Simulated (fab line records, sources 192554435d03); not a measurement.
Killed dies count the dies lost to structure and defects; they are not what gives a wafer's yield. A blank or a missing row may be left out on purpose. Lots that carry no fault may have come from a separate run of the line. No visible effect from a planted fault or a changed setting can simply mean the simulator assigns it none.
Split-lot experiment    flow n5-finfet    on a route of 1938 steps: 7 lots, 39 wafers read

## SPLIT DETAILS
At N5_SDB_ALD_29 (deposits SiNx, target thk 30 nm, pulse time 1 s, ald cycles 600), the setting ald-cycles was moved away from the recipe's 600 on 18 of the 39 wafers read, by -33.2% to +53.8%. All remaining wafers had this setting at the recipe value.

The reading comes from the split's own step.

## THE READING
SiNx_of_SDB_ALD_29.thk-nm (the simulator's own value, which no gauge read), in nm, at N5_SDB_ALD_29 (deposits SiNx, target thk 30 nm, pulse time 1 s, ald cycles 600). No usual value for it is given in the file. Here, 21 wafers ran the recipe; their average is 30.0 nm with a standard deviation of 0.17 nm.

wafer   tool, chamber at the split  ald-cycles as run  against the recipe  SiNx_of_SDB_ALD_29.thk-nm, nm  against lot-mates on the recipe
L077.1  ald-sin-04, 3               600                recipe              30                             -
L077.2  ald-sin-04, 1,2             702                +17.0%              35                             +4.9
L077.4  ald-sin-04, 1,2             702                +17.0%              35                             +4.9
L077.3  ald-sin-04, 0,1             600                recipe              30.2                           -
L077.5  ald-sin-04, 0,1             600                recipe              30.2                           -
L077.6  ald-sin-04, 0               702                +17.0%              35.4                           +5.3
L078.1  ald-sin-03, 1               923                +53.8%              46.4                           +16.2
L078.2  ald-sin-03, 0               923                +53.8%              46.2                           +16.0
L078.4  ald-sin-03, 0               923                +53.8%              46.2                           +16.0
L078.3  ald-sin-03, 2,1,2           600                recipe              30.2                           -
L078.5  ald-sin-03, 2,1,2           600                recipe              30.2                           -
L078.6  ald-sin-03, 2,1,2           600                recipe              30.2                           -
L079.2  ald-sin-03, 0               600                recipe              29.8                           -
L079.6  ald-sin-03, 0               600                recipe              29.8                           -
L079.4  ald-sin-03, 2               600                recipe              30.2                           -
L081.1  ald-sin-03, 0,3             600                recipe              29.8                           -
L081.2  ald-sin-03, 0,3             600                recipe              29.8                           -
L081.3  ald-sin-03, 1,0,3           725                +20.8%              36.2                           +6.3
L081.5  ald-sin-03, 1,0,3           725                +20.8%              36.2                           +6.3
L081.6  ald-sin-03, 1,0,3           725                +20.8%              36.2                           +6.3
L081.4  ald-sin-03, 2               600                recipe              30                             -
L085.1  ald-sin-04, 2,0             600                recipe              30.2                           -
L085.3  ald-sin-04, 2,0             600                recipe              30.2                           -
L085.2  ald-sin-04, 1               733                +22.2%              36.6                           +6.5
L085.4  ald-sin-04, 3               600                recipe              30                             -
L085.5  ald-sin-04, 1,2             733                +22.2%              36.8                           +6.7
L085.6  ald-sin-04, 1,2             733                +22.2%              36.8                           +6.7
L087.1  ald-sin-03, 3               401                -33.2%              19.8                           -10.1
L087.2  ald-sin-03, 1               401                -33.2%              20.2                           -9.7
L087.3  ald-sin-03, 0               600                recipe              29.8                           -
L087.6  ald-sin-03, 0               600                recipe              29.8                           -
L087.4  ald-sin-03, 2               600                recipe              30                             -
L087.5  ald-sin-03, 3               401                -33.2%              20                             -9.9
L095.1  ald-sin-03, 1,3             600                recipe              29.8                           -
L095.2  ald-sin-03, 1,3             600                recipe              29.8                           -
L095.3  ald-sin-03, 0,3             900                +50.0%              44.8                           +14.9
L095.5  ald-sin-03, 0,3             900                +50.0%              44.8                           +14.9
L095.4  ald-sin-03, 2               600                recipe              30                             -
L095.6  ald-sin-03, 0               900                +50.0%              45                             +15.1
When a row names more than one chamber, that row covers several wafers, and the file does not tell which wafer ran in which chamber.

THE FIT
A straight line over all 39 wafers: SiNx_of_SDB_ALD_29.thk-nm changes by +0.3 nm for each +1% of ald-cycles; r = +1.00; the points scatter about the line by 0.17 nm.
The same after taking each lot's own level away (the mean of its wafers on the recipe; 39 wafers): +0.299 nm for each +1%; r = +1.00; scatter 0.13 nm.
The reading moves by 16 nm for the largest change in ald-cycles, on that fit.
Across the lots, their own levels run from 29.87 to 30.20 nm, a range of 1.9 times the standard deviation given above.
So the lot-to-lot level changes the slope little: the two slopes agree.
Check: for one of the wafers moved furthest among these (+53.8%), held out of the fit, the line's prediction against its lot-mates is +16.1 nm. It came out at +16.2 nm against them.

## THE OTHER SPLITS THESE WAFERS WENT THROUGH
These wafers also went through other splits before the reading. Each is held against what the fit with the lots' levels taken away leaves over:
other split on the same wafers      wafers away from the commonest value  r with SiNx_of_SDB_ALD_29.thk-nm (lot level and that fit taken away)
N5_FIN_SAQP_PECVD_06 time-s         18                                    -0.02
N5_FIN_SAQP_ETCH_69 target-depth-a  15                                    -0.01

## THE WHOLE CHAIN: every reading that the file lists as answering this split, in the file's order
step           what it does                                                       reading                                                                     change (the file's fit)                                                         r (the file's)
N5_SDB_ALD_29  deposits SiNx, target thk 30 nm, pulse time 1 s, ald cycles 600    SiNx_of_SDB_ALD_29.thk-nm (the simulator's own value, which no gauge read)  +0.299 nm for each +1% of the setting                                           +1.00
N5_SDB_CMP_30  polishes, stops on poly-Si, t overpolish 1.54 s, target thk 30 nm  SiNx_of_SDB_ALD_29.thk-nm (the simulator's own value, which no gauge read)  not straight: 20 at the lowest setting, 30 at the recipe, 31.07 at the highest  not given

## FILE'S OWN FIT
SiNx_of_SDB_ALD_29.thk-nm changes by +0.299 nm for each +1% of ald-cycles, r = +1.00.
